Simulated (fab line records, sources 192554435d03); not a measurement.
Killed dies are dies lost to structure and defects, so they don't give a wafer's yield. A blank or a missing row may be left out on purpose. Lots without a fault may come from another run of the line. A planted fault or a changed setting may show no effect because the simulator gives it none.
fab line records | flow n5_finfet
record lots=24 wafers=72 last_day=18
route steps=1938 shown BEOL_M7@1299 BEOL_M8@1334
lots that met no fault: from a run of the same line without faults
start_h: hours from the record's first day to the start of the lot's first wafer shown | wait_h: hours since the lot's step before | " the same as in the row above | L1.1+2: a row that stands for several wafers | - no value, or no start given | * or withheld: withheld | < > ~ a bound
route shown NAME@n: a module of which the file shows steps, and the number in the route of the first | usual: mean/standard deviation of fault-free wafers | same: alike in all rows | chamber/n: place in a boat | sites: the reading at each site | _std_site: their standard deviation | _edge_site: outer sites' mean less inner sites' | radius_mm: how far each site lies from the wafer's centre | mask NAME#n: copy n | behind: the tool/chamber that last shaped the wafer | hold: why the lot was held/for how many hours/how that ended | device: the transistor (n, p or np) that didn't switch | end of line: the same wafers' tests at the end of the route | a step without rows: its recipe alone | killed: dies lost to structure and defects at the first sort, not the wafer's yield | map: a wafer's dies, x killed, . not, _ none there
set.NAME: the setting as run; set.NAME@STEP: as run at that earlier step | model.NAME: the simulator's own value behind a step, which no gauge read
steps of the route over a sample of lots; a table a step, a row a wafer
services: from which hour (start_h, from the record's first day; less than 0 if before it) a tool's chamber was out of use, for how many hours, and why
## steps
# step N5_BEOL_M7_DESCUM_33
# recipe chemistry=O2 time_s=7 source_power_w=50 bias_power_w=20 pressure_mtorr=20 rf_frequency_hz=2.712e+07 temp_c=40 resist=CAR-EUV o2_flow_sccm=225
# usual drypump_motor_current_A=5.7/0.58 oes_product_au=0.79/0.097 rf_vpp_V=243.3/1.1 showerhead_plenum_p_Torr=2.10/0.06 throttle_valve_pct=20.42/0.25
# columns lot.wafer tool chamber start_h wait_h drypump_motor_current_A oes_product_au rf_hours_counter_h rf_vpp_V showerhead_plenum_p_Torr throttle_valve_pct
L075.1 rie_diel-06 3 190.78 0.0 5.7 0.79 107 244.8 2.19 20.32
L075.3 " 2 " " 5.0 0.90 35 242.3 2.05 19.98
L075.5 " 3 " " 5.7 0.79 - 243.8 2.19 20.32
L074.2 rie_diel-03 3 193.89 0.0 5.4 0.70 213 244.3 2.18 20.75
L074.3 " 1 " " 5.7 0.91 26 244.1 2.14 20.22
L074.6 " 3 " " 5.4 0.71 - 245.0 2.18 20.74
L076.2 rie_diel-06 3 200.53 0.0 5.7 0.80 109 244.3 2.19 20.33
L076.5 " 1 " " 5.1 0.71 - 243.0 2.08 20.48
L076.6 " 2 " " 4.9 0.90 - 243.8 2.05 19.95
L077.2 rie_diel-03 1 211.01 0.0 5.7 0.90 32 243.6 2.14 20.23
L077.3 " 0 " " 6.5 1.01 2 243.8 2.16 20.08
L077.6 " 0 " " 6.5 1.00 - 245.0 2.16 20.07
L078.2 rie_diel-03 1 211.41 0.2 5.7 0.90 32 244.1 2.14 20.22
L078.3 " 2 " " 6.6 0.67 248 242.7 2.07 20.71
L078.6 " 3 " " 5.4 0.70 - 242.1 2.18 20.76
L079.1 rie_diel-01 0 226.38 0.0 5.2 0.75 165 243.8 2.09 20.76
L079.2 " 3 " " 5.9 0.73 202 242.0 2.01 20.72
L079.5 " 2 " " 6.0 0.78 - 243.4 2.09 20.32
L080.1 rie_diel-01 0 233.62 0.5 5.2 0.75 167 243.6 2.09 20.79
L080.4 " 2 " " 6.0 0.78 104 243.9 2.09 20.32
L080.5 " 2 " " 6.0 0.79 - 243.7 2.09 20.30
L082.1 rie_diel-03 2 240.68 0.0 6.6 0.96 1 242.1 2.07 20.36
L082.2 " 1 " " 5.7 0.87 44 243.0 2.13 20.24
L082.4 " 3 " " 5.4 0.69 231 243.2 2.18 20.77
L081.3 rie_diel-01 3 241.00 0.2 5.9 0.72 207 241.9 2.01 20.73
L081.4 " 2 " " 6.0 0.78 106 245.1 2.09 20.31
L081.6 " 2 " " 6.0 0.78 - 244.2 2.09 20.31
L084.3 rie_diel-06 2 248.98 0.2 5.0 0.89 52 241.1 2.04 20.00
L084.4 " 3 " " 5.7 0.78 123 244.6 2.19 20.35
L084.6 " 2 " " 5.0 0.88 - 242.5 2.04 19.99
L083.1 rie_diel-03 2 249.37 0.5 6.6 0.97 3 242.5 2.07 20.38
L083.3 " 1 " " 5.7 0.88 46 244.2 2.13 20.23
L083.5 " 1 " " 5.7 0.88 - 243.7 2.13 20.25
L085.3 rie_diel-03 0 251.21 0.0 6.5 0.95 17 242.3 2.15 20.10
L085.5 " 3 " " 5.4 0.69 - 243.9 2.17 20.78
L085.6 " 0 " " 6.5 0.95 - 244.8 2.15 20.08
L087.3 rie_diel-03 2 273.88 0.0 6.6 0.93 9 242.3 2.07 20.39
L087.4 " 1 " " 5.7 0.86 53 243.0 2.13 20.26
L087.5 " 3 " " 5.4 0.68 - 245.1 2.17 20.79
L088.1 rie_diel-01 3 280.80 0.0 5.9 0.72 219 242.0 2.00 20.76
L088.3 " 1 " " 4.9 0.70 225 243.2 2.14 20.37
L088.4 " 2 " " 6.0 0.78 119 243.3 2.08 20.34
L086.1 rie_diel-06 3 280.94 0.0 5.7 0.77 132 245.0 2.18 20.35
L086.3 " 1 " " 5.1 0.71 244 243.8 2.07 20.52
L086.4 " 2 " " 5.0 0.87 62 241.7 2.04 20.01
L089.2 rie_diel-06 0 301.54 0.1 6.2 0.72 201 240.4 1.99 20.63
L089.4 " 2 " " 4.9 0.84 67 242.2 2.04 20.02
L089.5 " 3 " " 5.7 0.75 - 244.4 2.18 20.37
L090.1 rie_diel-01 3 303.04 0.2 5.9 0.71 223 241.1 2.00 20.76
L090.3 " 1 " " 4.8 0.68 229 243.6 2.14 20.37
L090.5 " 1 " " 4.9 0.68 - 242.1 2.14 20.37
L093.2 rie_diel-03 2 303.42 0.1 6.6 0.92 18 241.2 2.06 20.37
L093.4 " 1 " " 5.7 0.85 61 244.6 2.13 20.27
L093.6 " 0 " " 6.5 0.92 - 243.3 2.15 20.11
L091.3 rie_diel-01 1 308.35 0.0 4.8 0.68 231 244.0 2.14 20.36
L091.5 " 2 " " 6.0 0.77 - 243.9 2.08 20.35
L091.6 " 0 " " 5.2 0.74 - 241.8 2.08 20.79
L092.1 rie_diel-06 3 314.49 0.0 5.7 0.76 143 243.8 2.18 20.38
L092.2 " 0 " " 6.2 0.73 206 242.5 1.98 20.63
L092.3 " 2 " " 5.0 0.85 72 243.6 2.04 20.03
L095.1 rie_diel-06 3 329.98 0.0 5.7 0.75 149 245.1 2.18 20.39
L095.3 " 2 " " 5.0 0.85 78 241.8 2.03 20.04
L095.6 " 2 " " 5.0 0.84 - 241.8 2.03 20.04
L094.3 rie_diel-03 0 335.70 0.4 6.5 0.90 44 243.9 2.14 20.15
L094.5 " 0 " " 6.5 0.90 - 244.2 2.14 20.13
L094.6 " 3 " " 5.4 0.95 - 243.3 2.17 20.49
L097.1 rie_diel-01 3 342.16 0.4 5.9 0.72 230 241.3 2.00 20.77
L097.3 " 0 " " 5.2 0.73 194 243.5 2.08 20.80
L097.6 " 2 " " 6.0 0.75 - 242.8 2.08 20.37
L096.1 rie_diel-03 2 348.39 0.0 6.6 0.88 32 242.9 2.06 20.41
L096.4 " 3 " " 5.4 0.95 8 245.4 2.17 20.51
L096.5 " 1 " " 5.7 0.84 - 241.7 2.12 20.28
# step N5_BEOL_M7_ETCH_65
# recipe chemistry=CF4 target=SiARC target_depth_a=156 mask_material=CAR-EUV time_s=26 ion_energy_ev=80 pressure_mtorr=40 source_w=545 bias_w=36 Ar_flow_sccm=100 cf4_flow_sccm=100 ends=cleared
# usual bias_w=36.00/0.11 drypump_motor_current_A=5.7/0.58 etch_rf_on_time_s=26.0/0.61 oes_product_au=0.68/0.078 rf_vpp_V=184.1/1 showerhead_plenum_p_Torr=2.15/0.056 throttle_valve_pct=15.58/0.28
# columns lot.wafer tool chamber start_h wait_h bias_w drypump_motor_current_A etch_rf_on_time_s oes_product_au rf_hours_counter_h rf_vpp_V showerhead_plenum_p_Torr throttle_valve_pct
L075.1 rie_diel-06 3 190.83 0.0 36.05 5.7 26.4 0.68 107 185.3 2.24 15.56
L075.3 " 2 " " 36.12 4.9 26.3 0.76 35 184.3 2.09 15.07
L075.5 " 3 " " 36.00 5.7 26.1 0.67 - 184.6 2.24 15.55
L074.2 rie_diel-03 3 193.95 0.0 35.90 5.4 25.9 0.61 213 185.5 2.20 15.83
L074.3 " 1 " " 36.13 5.7 26.7 0.76 26 184.9 2.18 15.32
L074.6 " 3 " " 36.06 5.4 25.7 0.60 - 184.4 2.20 15.81
L076.2 rie_diel-06 3 200.58 0.0 35.94 5.7 26.1 0.67 109 185.5 2.24 15.56
L076.5 " 1 " " 35.83 5.1 26.6 0.61 - 184.4 2.12 15.69
L076.6 " 2 " " 35.85 4.9 26.4 0.75 - 184.0 2.09 15.10
L077.2 rie_diel-03 1 211.06 0.0 36.05 5.6 26.3 0.76 32 184.3 2.17 15.32
L077.3 " 0 " " 36.03 6.5 25.7 0.85 2 184.8 2.18 15.08
L077.6 " 0 " " 36.07 6.5 25.9 0.84 - 183.3 2.18 15.08
L078.2 rie_diel-03 1 211.46 0.0 36.00 5.7 26.7 0.75 32 184.1 2.17 15.33
L078.3 " 2 " " 36.03 6.6 26.5 0.57 248 184.4 2.12 15.95
L078.6 " 3 " " 36.04 5.4 26.1 0.59 - 185.8 2.20 15.85
L079.1 rie_diel-01 0 226.43 0.0 35.96 5.2 25.0 0.65 165 183.9 2.15 15.97
L079.2 " 3 " " 36.14 5.9 27.1 0.61 202 183.6 2.04 15.72
L079.5 " 2 " " 35.87 6.0 25.0 0.68 - 184.5 2.18 15.70
L080.1 rie_diel-01 0 233.67 0.0 35.90 5.2 24.9 0.65 167 184.8 2.14 15.96
L080.4 " 2 " " 35.75 6.0 25.1 0.68 104 184.1 2.18 15.70
L080.5 " 2 " " 35.95 6.0 25.1 0.68 - 183.8 2.17 15.68
L082.1 rie_diel-03 2 240.73 0.0 35.96 6.6 25.3 0.83 1 183.3 2.11 15.46
L082.2 " 1 " " 36.04 5.7 26.9 0.74 44 184.0 2.17 15.35
L082.4 " 3 " " 35.93 5.4 25.6 0.59 231 185.5 2.19 15.87
L081.3 rie_diel-01 3 241.05 0.0 36.03 5.9 26.6 0.62 207 183.4 2.04 15.72
L081.4 " 2 " " 36.02 6.0 24.9 0.68 106 183.1 2.17 15.70
L081.6 " 2 " " 35.82 6.0 24.9 0.68 - 184.1 2.17 15.71
L084.3 rie_diel-06 2 249.03 0.0 35.93 4.9 25.8 0.74 52 183.2 2.09 15.13
L084.4 " 3 " " 36.15 5.7 26.1 0.67 123 184.9 2.23 15.60
L084.6 " 2 " " 36.17 5.0 25.8 0.74 - 184.3 2.09 15.11
L083.1 rie_diel-03 2 249.42 0.0 36.07 6.6 25.4 0.82 3 184.2 2.11 15.48
L083.3 " 1 " " 35.98 5.7 26.9 0.74 46 184.4 2.17 15.36
L083.5 " 1 " " 36.14 5.7 26.9 0.74 - 183.6 2.17 15.36
L085.3 rie_diel-03 0 251.26 0.0 35.88 6.5 25.8 0.79 17 183.7 2.18 15.11
L085.5 " 3 " " 35.85 5.4 25.8 0.58 - 183.7 2.19 15.87
L085.6 " 0 " " 35.94 6.5 25.8 0.79 - 184.1 2.18 15.10
L087.3 rie_diel-03 2 273.93 0.0 36.20 6.6 25.8 0.79 9 184.2 2.11 15.48
L087.4 " 1 " " 36.03 5.7 27.0 0.73 53 185.0 2.17 15.36
L087.5 " 3 " " 36.07 5.4 26.0 0.58 - 183.5 2.19 15.91
L088.1 rie_diel-01 3 280.85 0.0 36.02 5.9 26.9 0.61 219 183.6 2.03 15.77
L088.3 " 1 " " 36.07 4.8 26.3 0.59 225 184.6 2.20 15.69
L088.4 " 2 " " 35.96 6.0 25.2 0.67 119 183.7 2.17 15.74
L086.1 rie_diel-06 3 280.99 0.0 35.95 5.7 26.2 0.66 132 184.2 2.23 15.62
L086.3 " 1 " " 35.84 5.1 26.1 0.60 244 184.6 2.11 15.74
L086.4 " 2 " " 36.14 5.0 25.9 0.73 62 183.2 2.08 15.13
L089.2 rie_diel-06 0 301.59 0.0 35.73 6.2 26.7 0.62 201 182.2 2.04 15.87
L089.4 " 2 " " 35.82 5.0 26.1 0.71 67 182.7 2.08 15.16
L089.5 " 3 " " 36.10 5.7 26.1 0.66 - 184.7 2.23 15.62
L090.1 rie_diel-01 3 303.09 0.0 36.11 5.9 26.8 0.60 223 182.0 2.03 15.77
L090.3 " 1 " " 35.92 4.9 25.9 0.59 229 183.8 2.19 15.68
L090.5 " 1 " " 36.05 4.9 25.7 0.59 - 184.9 2.19 15.69
L093.2 rie_diel-03 2 303.47 0.0 35.93 6.6 25.4 0.77 18 183.3 2.11 15.48
L093.4 " 1 " " 36.05 5.7 26.8 0.72 61 185.2 2.17 15.40
L093.6 " 0 " " 36.10 6.5 25.7 0.78 - 184.1 2.17 15.15
L091.3 rie_diel-01 1 308.40 0.0 35.96 4.8 25.9 0.59 231 185.1 2.19 15.68
L091.5 " 2 " " 36.05 6.0 25.2 0.66 - 183.6 2.17 15.74
L091.6 " 0 " " 35.97 5.2 24.9 0.65 - 183.8 2.14 15.98
L092.1 rie_diel-06 3 314.54 0.0 35.92 5.7 25.9 0.65 143 186.3 2.23 15.64
L092.2 " 0 " " 35.96 6.2 26.8 0.62 206 182.7 2.04 15.87
L092.3 " 2 " " 36.15 4.9 25.9 0.72 72 183.2 2.08 15.13
L095.1 rie_diel-06 3 330.03 0.0 36.00 5.7 26.2 0.65 149 183.9 2.22 15.65
L095.3 " 2 " " 36.08 5.0 25.8 0.71 78 184.3 2.08 15.17
L095.6 " 2 " " 36.19 5.0 25.9 0.71 - 183.4 2.08 15.16
L094.3 rie_diel-03 0 335.75 0.0 35.88 6.5 25.8 0.75 44 185.6 2.17 15.18
L094.5 " 0 " " 35.83 6.5 25.9 0.76 - 185.5 2.17 15.19
L094.6 " 3 " " 36.02 5.4 25.5 0.82 - 186.0 2.19 15.44
L097.1 rie_diel-01 3 342.21 0.0 35.94 5.9 27.3 0.60 231 183.3 2.03 15.80
L097.3 " 0 " " 36.05 5.2 25.1 0.63 194 184.6 2.14 16.00
L097.6 " 2 " " 36.02 6.0 25.4 0.65 - 182.6 2.16 15.76
L096.1 rie_diel-03 2 348.44 0.0 36.03 6.6 25.2 0.75 32 183.2 2.10 15.53
L096.4 " 3 " " 35.94 5.4 25.2 0.81 8 184.8 2.19 15.44
L096.5 " 1 " " 36.06 5.7 26.4 0.71 - 183.3 2.16 15.41
# step N5_BEOL_M7_OCD_MEAS_38
# usual trench_depth_nm=93.6/1.8
# columns lot.wafer tool chamber start_h wait_h trench_depth_nm
L075.1 ocd-01 - 191.20 - 94.2
L075.3 " - " " 94.8
L075.5 " - " " 94.1
L074.2 ocd-02 - 194.33 - 93.8
L074.3 " - " " 93.4
L074.6 " - " " 95.6
L076.2 ocd-01 - 200.96 - 93.5
L076.5 " - " " 90.9
L076.6 " - " " 95.7
L077.2 ocd-02 - 211.44 - 93.2
L077.3 " - " " 95.4
L077.6 " - " " 95.0
L078.2 ocd-02 - 211.84 - 93.1
L078.3 " - " " 91.3
L078.6 " - " " 93.7
L079.1 ocd-02 - 226.81 - 94.7
L079.2 " - " " 90.9
L079.5 " - " " 94.7
L080.1 ocd-02 - 234.05 - 95.2
L080.4 " - " " 94.7
L080.5 " - " " 95.9
L082.1 ocd-01 - 241.11 - 96.6
L082.2 " - " " 90.8
L082.4 " - " " 94.6
L081.3 ocd-02 - 241.43 - 89.1
L081.4 " - " " 95.1
L081.6 " - " " 95.4
L084.3 ocd-02 - 249.42 - 94.3
L084.4 " - " " 93.6
L084.6 " - " " 94.9
L083.1 ocd-01 - 249.80 - 96.8
L083.3 " - " " 91.1
L083.5 " - " " 90.7
L085.3 ocd-02 - 251.64 - 95.5
L085.5 " - " " 93.0
L085.6 " - " " 95.3
L087.3 ocd-02 - 274.31 - 97.1
L087.4 " - " " 92.3
L087.5 " - " " 93.6
L088.1 ocd-01 - 281.23 - 91.2
L088.3 " - " " 91.9
L088.4 " - " " 94.9
L086.1 ocd-02 - 281.37 - 95.2
L086.3 " - " " 91.3
L086.4 " - " " 95.4
L089.2 ocd-01 - 301.97 - 91.3
L089.4 " - " " 94.6
L089.5 " - " " 93.3
L090.1 ocd-01 - 303.47 - 90.3
L090.3 " - " " 92.9
L090.5 " - " " 93.6
L093.2 ocd-02 - 303.85 - 96.4
L093.4 " - " " 91.9
L093.6 " - " " 94.6
L091.3 ocd-01 - 308.78 - 93.6
L091.5 " - " " 95.0
L091.6 " - " " 96.5
L092.1 ocd-01 - 314.92 - 94.1
L092.2 " - " " 91.2
L092.3 " - " " 95.3
L095.1 ocd-01 - 330.41 - 93.5
L095.3 " - " " 95.6
L095.6 " - " " 94.2
L094.3 ocd-02 - 336.13 - 95.0
L094.5 " - " " 95.2
L094.6 " - " " 94.1
L097.1 ocd-02 - 342.59 - 89.1
L097.3 " - " " 93.5
L097.6 " - " " 93.5
L096.1 ocd-02 - 348.82 - 95.4
L096.4 " - " " 95.2
L096.5 " - " " 92.5
# step N5_BEOL_M7_ALD_77
# recipe material=TaN target_thk_a=20 temp_c=275 ald_precursor_family=PDMAT ald_co_reactant=NH3 pressure_torr=3 carrier_flow_sccm=1500 pulse_time_s=2 purge_time_s=3 co_reactant_purge_time_s=2 co_reactant_pulse_time_s=3 ald_cycles=40 precursor_vessel_temp_c=75 precursor_vessel_pressure_torr=26.25 precursor_vessel_carrier_sccm=1000
# usual chamber_pressure_Torr=3.000/0.0061 heater_power_w=412/37
# columns lot.wafer tool chamber start_h wait_h chamber_pressure_Torr heater_power_w
L075.1 ald_metal-04 0 192.41 0.3 2.998 419
L075.3 " 2 " " 2.987 427
L075.5 " 3 " " 2.997 369
L074.2 ald_metal-03 1 195.45 0.1 2.996 447
L074.3 " 0 " " 3.002 353
L074.6 " 0 " " 3.004 348
L076.2 ald_metal-04 2 201.58 0.0 2.993 435
L076.5 " 3 " " 2.995 377
L076.6 " 0 " " 3.007 408
L077.2 ald_metal-03 1 212.23 0.1 3.010 437
L077.3 " 2 " " 2.994 450
L077.6 " 3 " " 3.002 364
L078.2 ald_metal-03 2 212.61 0.0 3.011 446
L078.3 " 1 " " 3.003 430
L078.6 " 1 " " 2.995 441
L079.1 ald_metal-03 2 227.42 0.0 2.998 451
L079.2 " 3 " " 2.999 363
L079.5 " 2 " " 3.006 449
L080.1 ald_metal-04 2 235.09 0.1 2.996 431
L080.4 " 1 " " 2.999 450
L080.5 " 1 " " 2.998 449
L082.1 ald_metal-03 2 242.03 0.1 2.988 453
L082.2 " 1 " " 3.000 445
L082.4 " 3 " " 2.995 363
L081.3 ald_metal-03 0 242.29 0.1 3.006 367
L081.4 " 2 " " 2.994 447
L081.6 " 1 " " 2.997 448
L084.3 ald_metal-03 1 250.56 0.0 3.004 453
L084.4 " 3 " " 3.000 364
L084.6 " 3 " " 3.011 367
L083.1 ald_metal-01 3 250.78 0.0 3.000 391
L083.3 " 0 " " 3.003 411
L083.5 " 1 " " 3.010 441
L085.3 ald_metal-04 1 252.27 0.0 2.993 456
L085.5 " 1 " " 3.009 449
L085.6 " 2 " " 3.004 442
L087.3 ald_metal-01 1 275.42 0.0 2.992 447
L087.4 " 3 " " 2.994 383
L087.5 " 3 " " 2.996 387
L088.1 ald_metal-01 0 281.93 0.0 3.002 406
L088.3 " 1 " " 2.994 433
L088.4 " 3 " " 2.982 386
L086.1 ald_metal-03 1 282.11 0.1 3.008 445
L086.3 " 3 " " 3.005 354
L086.4 " 0 " " 2.998 364
L089.2 ald_metal-04 2 303.20 0.0 2.999 442
L089.4 " 1 " " 2.996 449
L089.5 " 3 " " 2.983 385
L090.1 ald_metal-04 0 304.51 0.0 3.010 399
L090.3 " 3 " " 3.013 371
L090.5 " 1 " " 3.001 445
L093.2 ald_metal-01 0 304.69 0.1 3.007 406
L093.4 " 1 " " 3.009 441
L093.6 " 3 " " 2.996 395
L091.3 ald_metal-01 2 309.44 0.1 3.003 454
L091.5 " 0 " " 3.000 406
L091.6 " 1 " " 3.007 444
L092.1 ald_metal-03 2 316.58 0.0 3.001 449
L092.2 " 3 " " 3.005 361
L092.3 " 1 " " 3.007 431
L095.1 ald_metal-03 3 331.53 0.1 3.004 357
L095.3 " 0 " " 2.995 359
L095.6 " 0 " " 3.001 360
L094.3 ald_metal-01 1 337.23 0.0 3.004 448
L094.5 " 2 " " 3.006 454
L094.6 " 3 " " 3.003 379
L097.1 ald_metal-03 0 343.49 0.3 2.994 353
L097.3 " 1 " " 3.005 454
L097.6 " 3 " " 2.994 359
L096.1 ald_metal-01 0 349.60 0.2 2.992 401
L096.4 " 1 " " 3.004 438
L096.5 " 1 " " 2.994 439
# step N5_BEOL_M8_THK_MEAS_01
# recipe reads=SiCOH_lowk_of_BEOL_M8_ILD_DEP_00
# usual M8_ILD_THK=155.4/1.9
# columns lot.wafer tool chamber start_h wait_h M8_ILD_THK[nm]
L075.1 film_metro-01 - 196.14 0.4 151.1
L075.3 " - " " 152.7
L075.5 " - " " 155.5
L074.2 film_metro-02 - 198.23 0.4 153.8
L074.3 " - " " 154.9
L074.6 " - " " 157.3
L076.2 film_metro-01 - 205.58 0.4 154.5
L076.5 " - " " 156.2
L076.6 " - " " 154.5
L077.2 film_metro-01 - 214.59 0.4 155.3
L077.3 " - " " 154.3
L077.6 " - " " 158.5
L078.2 film_metro-02 - 215.61 0.4 156.7
L078.3 " - " " 154.4
L078.6 " - " " 157.0
L079.1 film_metro-01 - 229.97 0.8 155.5
L079.2 " - " " 155.9
L079.5 " - " " 157.6
L080.1 film_metro-01 - 237.35 0.4 152.2
L080.4 " - " " 154.2
L080.5 " - " " 155.1
L082.1 film_metro-01 - 244.93 0.4 153.8
L082.2 " - " " 154.6
L082.4 " - " " 154.7
L081.3 film_metro-02 - 245.50 0.3 159.3
L081.4 " - " " 157.7
L081.6 " - " " 159.5
L084.3 film_metro-02 - 254.34 0.3 156.3
L084.4 " - " " 156.6
L084.6 " - " " 154.0
L083.1 film_metro-01 - 254.81 0.4 154.5
L083.3 " - " " 151.9
L083.5 " - " " 155.8
L085.3 film_metro-01 - 256.68 0.5 154.5
L085.5 " - " " 156.6
L085.6 " - " " 157.3
L087.3 film_metro-01 - 277.51 0.3 152.9
L087.4 " - " " 156.1
L087.5 " - " " 156.0
L088.1 film_metro-01 - 284.03 0.4 155.0
L088.3 " - " " 156.6
L088.4 " - " " 155.4
L086.1 film_metro-02 - 290.04 0.4 154.5
L086.3 " - " " 155.1
L086.4 " - " " 156.0
L089.2 film_metro-02 - 305.99 0.4 153.9
L089.4 " - " " 155.0
L089.5 " - " " 157.2
L090.1 film_metro-02 - 307.27 0.4 151.4
L090.3 " - " " 154.6
L090.5 " - " " 155.7
L093.2 film_metro-02 - 307.55 0.4 152.4
L093.4 " - " " 154.5
L093.6 " - " " 155.2
L091.3 film_metro-02 - 311.73 0.3 156.4
L091.5 " - " " 160.5
L091.6 " - " " 159.4
L092.1 film_metro-02 - 318.68 0.4 153.9
L092.2 " - " " 151.5
L092.3 " - " " 155.9
L095.1 film_metro-02 - 333.86 0.4 155.3
L095.3 " - " " 155.9
L095.6 " - " " 156.0
L094.3 film_metro-01 - 341.13 0.3 154.4
L094.5 " - " " 154.3
L094.6 " - " " 156.2
L097.1 film_metro-02 - 347.17 0.4 152.2
L097.3 " - " " 151.2
L097.6 " - " " 155.5
L096.1 film_metro-01 - 353.76 0.4 154.5
L096.4 " - " " 158.4
L096.5 " - " " 155.8
# step N5_BEOL_M8_PECVD_70
# recipe material=SiO2 target_thk_a=200 temp_c=400 precursor=TEOS/O2 pressure_torr=5.5 rf_w=450 teos_flow_sccm=53.8 gas=O2 flow_sccm=3000 time_s=22.7
# usual chamber_pressure_Torr=5.501/0.012 heater_power_w=725/81 showerhead_plenum_p_Torr=8.77/0.045 throttle_valve_pct=22.2/0.75
# columns lot.wafer tool chamber start_h wait_h chamber_pressure_Torr heater_power_w showerhead_plenum_p_Torr throttle_valve_pct
L075.1 pecvd-02 1 196.18 0.0 5.507 924 8.85 23.4
L075.3 " 2 " " 5.515 771 8.75 21.3
L075.5 " 1 " " 5.506 907 8.82 23.2
L074.2 pecvd-01 2 198.27 0.0 5.512 728 8.73 22.1
L074.3 " 0 " " 5.487 696 8.78 22.2
L074.6 " 1 " " 5.501 649 8.82 21.6
L076.2 pecvd-01 0 205.62 0.0 5.497 742 8.77 22.5
L076.5 " 0 " " 5.517 741 8.79 22.4
L076.6 " 2 " " 5.513 782 8.73 22.4
L077.2 pecvd-03 0 214.63 0.0 5.514 766 8.73 22.1
L077.3 " 1 " " 5.512 733 8.70 22.7
L077.6 " 1 " " 5.494 715 8.69 22.6
L078.2 pecvd-01 1 215.65 0.0 5.503 687 8.85 21.5
L078.3 " 0 " " 5.507 719 8.77 22.7
L078.6 " 1 " " 5.494 690 8.82 21.8
L079.1 pecvd-01 2 230.00 0.0 5.535 763 8.74 22.3
L079.2 " 0 " " 5.495 656 8.79 22.6
L079.5 " 0 " " 5.502 654 8.76 22.6
L080.1 pecvd-02 1 237.39 0.0 5.483 951 8.86 23.2
L080.4 " 1 " " 5.503 943 8.84 23.2
L080.5 " 1 " " 5.479 943 8.84 23.1
L082.1 pecvd-01 0 244.97 0.0 5.494 680 8.77 22.2
L082.2 " 2 " " 5.485 801 8.74 22.6
L082.4 " 2 " " 5.477 790 8.76 22.6
L081.3 pecvd-03 2 245.54 0.0 5.502 673 8.80 20.9
L081.4 " 2 " " 5.487 654 8.80 20.8
L081.6 " 1 " " 5.501 738 8.70 22.3
L084.3 pecvd-03 1 254.37 0.0 5.518 783 8.70 22.5
L084.4 " 2 " " 5.525 662 8.81 20.8
L084.6 " 1 " " 5.509 786 8.70 22.6
L083.1 pecvd-01 0 254.85 0.0 5.508 755 8.76 22.6
L083.3 " 0 " " 5.517 752 8.77 22.3
L083.5 " 2 " " 5.508 726 8.72 22.9
L085.3 pecvd-01 0 256.74 0.1 5.495 714 8.76 22.6
L085.5 " 0 " " 5.503 734 8.77 22.5
L085.6 " 2 " " 5.497 739 8.77 22.4
L087.3 pecvd-02 2 277.55 0.0 5.485 871 8.77 21.4
L087.4 " 0 " " 5.511 664 8.74 24.2
L087.5 " 1 " " 5.510 964 8.84 23.5
L088.1 pecvd-01 1 284.06 0.0 5.492 680 8.83 21.5
L088.3 " 0 " " 5.505 743 8.77 22.6
L088.4 " 2 " " 5.498 823 8.74 22.7
L086.1 pecvd-01 1 290.08 0.0 5.499 630 8.84 21.4
L086.3 " 0 " " 5.530 727 8.77 22.6
L086.4 " 0 " " 5.524 722 8.76 22.6
L089.2 pecvd-03 2 306.03 0.0 5.485 650 8.80 21.1
L089.4 " 2 " " 5.497 693 8.77 20.9
L089.5 " 0 " " 5.504 780 8.73 22.0
L090.1 pecvd-01 0 307.31 0.0 5.504 753 8.77 22.4
L090.3 " 1 " " 5.490 580 8.82 21.4
L090.5 " 1 " " 5.505 566 8.83 21.5
L093.2 pecvd-03 0 307.59 0.0 5.470 705 8.73 22.1
L093.4 " 2 " " 5.494 710 8.78 21.0
L093.6 " 0 " " 5.485 710 8.73 21.9
L091.3 pecvd-01 2 311.76 0.0 5.493 778 8.73 22.7
L091.5 " 2 " " 5.490 820 8.77 22.5
L091.6 " 1 " " 5.497 656 8.84 21.5
L092.1 pecvd-03 1 318.71 0.0 5.505 710 8.73 22.6
L092.2 " 2 " " 5.509 705 8.80 21.0
L092.3 " 0 " " 5.499 811 8.72 21.8
L095.1 pecvd-03 1 333.90 0.0 5.524 651 8.68 22.4
L095.3 " 2 " " 5.483 693 8.81 21.1
L095.6 " 1 " " 5.510 663 8.67 22.4
L094.3 pecvd-01 2 341.17 0.0 5.497 815 8.74 23.0
L094.5 " 0 " " 5.472 723 8.77 22.3
L094.6 " 1 " " 5.497 684 8.83 21.2
L097.1 pecvd-01 1 347.21 0.0 5.509 593 8.86 21.3
L097.3 " 0 " " 5.501 759 8.79 22.5
L097.6 " 0 " " 5.485 608 8.78 22.7
L096.1 pecvd-01 1 353.80 0.0 5.504 639 8.83 21.5
L096.4 " 0 " " 5.498 684 8.77 22.5
L096.5 " 2 " " 5.494 781 8.74 22.8
## services
# columns tool chamber start_h hours kind
ald_metal-01 3 172.43 7.9 repair
ald_metal-04 - 180.21 2.8 pm
rie_diel-06 0 213.00 3.4 repair
pecvd-02 - 216.91 14.6 pm
rie_diel-01 1 226.18 3.6 repair
pecvd-02 2 233.53 18.2 repair
rie_diel-01 0 241.59 12.8 repair
pecvd-01 1 243.29 17.6 repair
ald_metal-01 3 245.06 3.5 repair
pecvd-01 - 245.94 0.7 repair
ald_metal-03 - 255.20 1.3 repair
ald_metal-04 1 258.48 25.7 repair
ald_metal-03 - 264.74 14.6 pm
ald_metal-01 1 265.91 4.4 repair
rie_diel-03 2 266.47 4.2 repair
pecvd-01 - 268.67 0.6 repair
rie_diel-06 1 290.13 8.6 repair
ald_metal-03 3 291.52 22.4 repair
rie_diel-01 - 294.76 1.2 repair
ald_metal-03 2 300.02 10.2 repair
pecvd-02 0 302.60 6.9 repair
pecvd-02 - 336.80 1.3 repair
ald_metal-04 - 337.25 14.0 pm
pecvd-03 1 339.16 4.0 repair
## key
fault none
